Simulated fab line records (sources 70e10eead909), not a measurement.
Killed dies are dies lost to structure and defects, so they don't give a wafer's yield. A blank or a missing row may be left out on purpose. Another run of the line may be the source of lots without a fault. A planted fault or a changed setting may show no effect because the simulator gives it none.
The tool behind it: which one? ; flow nand harc ; 14 lots with 42 wafers sampled at 5 steps, on a route of 1159 steps

WHAT EACH GAUGE READ, for each wafer
NHARC_A_SGD_CUT_CD_MEAS_09: the cd target is 100 nm. Usual: cd nm 100.2 nm, standard deviation 0.49.
lot;measured;on;cd nm (nm);flag
L182;day 13 09:32;cd sem-01;100.7 100.8 101.3;
L183;day 13 23:53;cd sem-02;100.6 100.2 100.2;
L184;day 14 04:00;cd sem-02;100.3 99.9 100.7;
L187;day 15 01:50;cd sem-03;100.9 99.9 100.8;
L188;day 16 00:53;cd sem-02;100.2 99.9 100.2;
L190;day 16 03:21;cd sem-03;100.2 99.5 100.0;
L193;day 16 22:05;cd sem-01;100.0 99.9 100.3;
L195;day 16 21:40;cd sem-02;100.1 100.1 99.5;
L194;day 17 12:25;cd sem-02;100.0 100.1 100.1;
L198;day 17 12:34;cd sem-03;100.0 100.3 99.7;
L197;day 17 21:56;cd sem-02;100.4 100.7 100.7;
L201;day 18 01:50;cd sem-02;100.6 100.9 100.6;
L199;day 18 08:34;cd sem-03;100.5 99.9 100.2;
L205;day 19 06:00;cd sem-02;101.0 100.4 100.6;

NHARC_END_SORT_01. Usual: killed at array 28, standard deviation 8.9; killed at other 0.8, standard deviation 1.2; killed at periphery 3.3, standard deviation 2.3; killed dies 32, standard deviation 9.4; killed open 3.2, standard deviation 1.8; killed short 1.9, standard deviation 1.4.
lot;measured;on;killed at array;killed at other;killed at periphery;killed dies;killed open;killed short;flag
L187;day 20 21:05;prober-01;20 16 20;0 1 0;1 2 2;21 19 22;1 1 2;1 2 2;
L188;day 21 23:24;prober-02;31 48 38;0 0 0;4 1 2;35 49 40;4 3 3;0 1 2;
L190;day 22 07:14;prober-02;28 33 37;0 0 0;7 4 4;35 37 41;5 6 3;3 1 4;
L193;day 22 21:15;prober-01;32 20 26;0 0 2;1 2 1;33 22 29;2 2 6;4 1 1;
L195;day 22 14:16;prober-02;32 26 35;1 3 1;2 1 1;35 30 37;6 3 2;2 2 3;
L197;day 23 18:05;prober-02;37 21 45;0 0 0;8 1 2;45 22 47;7 0 3;2 0 1;
L199;day 24 04:44;prober-02;28 35 32;0 0 0;10 2 4;38 37 36;1 5 3;2 0 0;
L205;day 24 15:29;prober-01;26 30 29;0 0 0;3 2 2;29 32 31;5 4 1;0 1 5;

WHAT TOOL EACH LOT RAN ON (gives the tool, then ch and the chambers of the sampled wafers, and finally the start)
lot;NHARC_A_STAIRCASE_DEP_322;NHARC_A_STAIRCASE_CMP_472;NHARC_A_SGD_CUT_DEP_00
L182;pecvd-01 ch 0,2, day 12 10:32;cmp-04 ch 0,2,3, day 13 08:26;pecvd-03 ch 0,1, day 13 08:48
L183;pecvd-04 ch 1,2, day 13 01:05;cmp-04 ch 0,1,3, day 13 22:55;pecvd-04 ch 0,1,2, day 13 23:16
L184;pecvd-03 ch 1,2, day 13 07:24;cmp-02 ch 2,3, day 14 03:01;pecvd-02 ch 0,1, day 14 03:24
L187;pecvd-03 ch 1,2, day 14 05:20;cmp-02 ch 1,2, day 15 00:43;pecvd-04 ch 0,1,2, day 15 01:07
L188;pecvd-01 ch 1,2, day 14 22:37;cmp-04 ch 0,1,3, day 15 23:47;pecvd-03 ch 0,2, day 16 00:11
L190;pecvd-04 ch 0,1, day 15 04:31;cmp-04 ch 0,1,2, day 16 02:07;pecvd-02 ch 1,2, day 16 02:32
L193;pecvd-04 ch 0,2, day 16 00:49;cmp-04 ch 0,1, day 16 20:56;pecvd-02 ch 1,2, day 16 21:22
L195;pecvd-03 ch 0,1, day 16 00:57;cmp-03 ch 1,2, day 16 20:32;pecvd-02 ch 0,2, day 16 20:56
L194;pecvd-04 ch 0,1, day 16 11:53;cmp-04 ch 0,1,3, day 17 11:19;pecvd-03 ch 0,2, day 17 11:43
L198;pecvd-03 ch 1,2, day 16 17:44;cmp-02 ch 2,3, day 17 11:26;pecvd-02 ch 1,2, day 17 11:55
L197;pecvd-01 ch 1,2, day 16 21:23;cmp-03 ch 1,2, day 17 20:55;pecvd-02 ch 0,1,2, day 17 21:23
L201;pecvd-03 ch 0,2, day 17 03:55;cmp-02 ch 1,2, day 18 00:50;pecvd-02 ch 1,2, day 18 01:14
L199;pecvd-04 ch 0,1,2, day 17 06:58;cmp-02 ch 0,1,3, day 18 07:34;pecvd-04 ch 0,1,2, day 18 07:58
L205;pecvd-03 ch 0,1, day 18 01:37;cmp-02 ch 1,3, day 19 04:51;pecvd-03 ch 1,2, day 19 05:14
- NHARC_A_STAIRCASE_DEP_322: deposits SiO2, target thk 3800 nm.
- NHARC_A_STAIRCASE_CMP_472: polishes SiO2.
- NHARC_A_SGD_CUT_DEP_00: deposits SiNx, target thk 50 nm.

AS READ BY THE TOOLS THEMSELVES (means over the sampled wafers that have a number; for cases with no such wafer, the mark the record gives instead)
NHARC_A_STAIRCASE_DEP_322. Usual: heater power w 660 W, standard deviation 94; rf fwd power W 499.9 W, standard deviation 1.4.
lot;tool;heater power w (W);rf fwd power W (W);flag
L182;pecvd-01;714;501.2;
L183;pecvd-04;782;498.3;
L184;pecvd-03;611;497.9;
L187;pecvd-03;556;501.0;
L188;pecvd-01;618;500.6;
L190;pecvd-04;742;500.2;
L193;pecvd-04;743;499.8;
L195;pecvd-03;656;499.4;
L194;pecvd-04;692;500.8;
L198;pecvd-03;574;500.9;
L197;pecvd-01;628;499.6;
L201;pecvd-03;577;499.3;
L199;pecvd-04;788;500.3;
L205;pecvd-03;664;501.8;

NHARC_A_STAIRCASE_CMP_472. Usual: motor current A 12.5 A, standard deviation 1; retaining ring pressure frac 1.000, standard deviation 0.0059.
lot;tool;motor current A (A);retaining ring pressure frac;flag
L182;cmp-04;12.8;0.993;
L183;cmp-04;12.1;1.001;
L184;cmp-02;12.9;0.996;
L187;cmp-02;12.2;1.004;
L188;cmp-04;12.3;0.998;
L190;cmp-04;11.6;0.997;
L193;cmp-04;11.7;1.003;
L195;cmp-03;12.9;0.997;
L194;cmp-04;12.0;0.999;
L198;cmp-02;12.7;0.999;
L197;cmp-03;13.5;0.998;
L201;cmp-02;12.4;1.002;
L199;cmp-02;13.0;0.999;
L205;cmp-02;13.2;1.003;

NHARC_A_SGD_CUT_DEP_00. Usual: heater power w 696 W, standard deviation 79; rf fwd power W 448.3 W, standard deviation 1.4.
lot;tool;heater power w (W);rf fwd power W (W);flag
L182;pecvd-03;799;448.6;
L183;pecvd-04;778;448.7;
L184;pecvd-02;661;449.2;
L187;pecvd-04;755;448.0;
L188;pecvd-03;683;448.5;
L190;pecvd-02;654;449.5;
L193;pecvd-02;680;447.2;
L195;pecvd-02;700;447.8;
L194;pecvd-03;629;448.6;
L198;pecvd-02;686;449.4;
L197;pecvd-02;691;472.0;OFF
L201;pecvd-02;683;473.0;OFF
L199;pecvd-04;760;449.2;
L205;pecvd-03;604;448.7;

THE ANSWER, worked out from the rows above alone
Rule: lot off if the mean of its wafers having a number is beyond 3 standard deviations from the usual mean. A lot without any number at a reading at which 4 lots or more have one is off too. Any other lot the step has rows for is counted as sound. First the gauges in route order, then the tools' own readings, where a lot's mean is used as printed above. At the first step where some lot is off, the reading lying furthest off is the one used; lots without a number count as furthest.
Off: L197, L201 (NHARC_A_SGD_CUT_DEP_00, rf fwd power W).
A tool fits if, at that step or a process step before it, it ran every lot that is off, and no sound lot after the first of them. One candidate fits, namely pecvd-02 at NHARC_A_SGD_CUT_DEP_00. Its last sound lot is L198 (day 17 11:55), its first lot that is off L197 (day 17 21:23): a fault that began between those two fits.
On the lots that are off, the tool's own readings at NHARC_A_SGD_CUT_DEP_00 differ by more than 5 times the standard deviation of the sound lots' means, which bears it out; rf fwd power W reads 472.5 W there versus 448.6 W on the sound lots.

WHAT WAS PUT IN BY THE SIMULATOR
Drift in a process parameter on pecvd-02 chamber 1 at NHARC_A_SGD_CUT_DEP_00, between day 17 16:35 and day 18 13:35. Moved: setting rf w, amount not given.
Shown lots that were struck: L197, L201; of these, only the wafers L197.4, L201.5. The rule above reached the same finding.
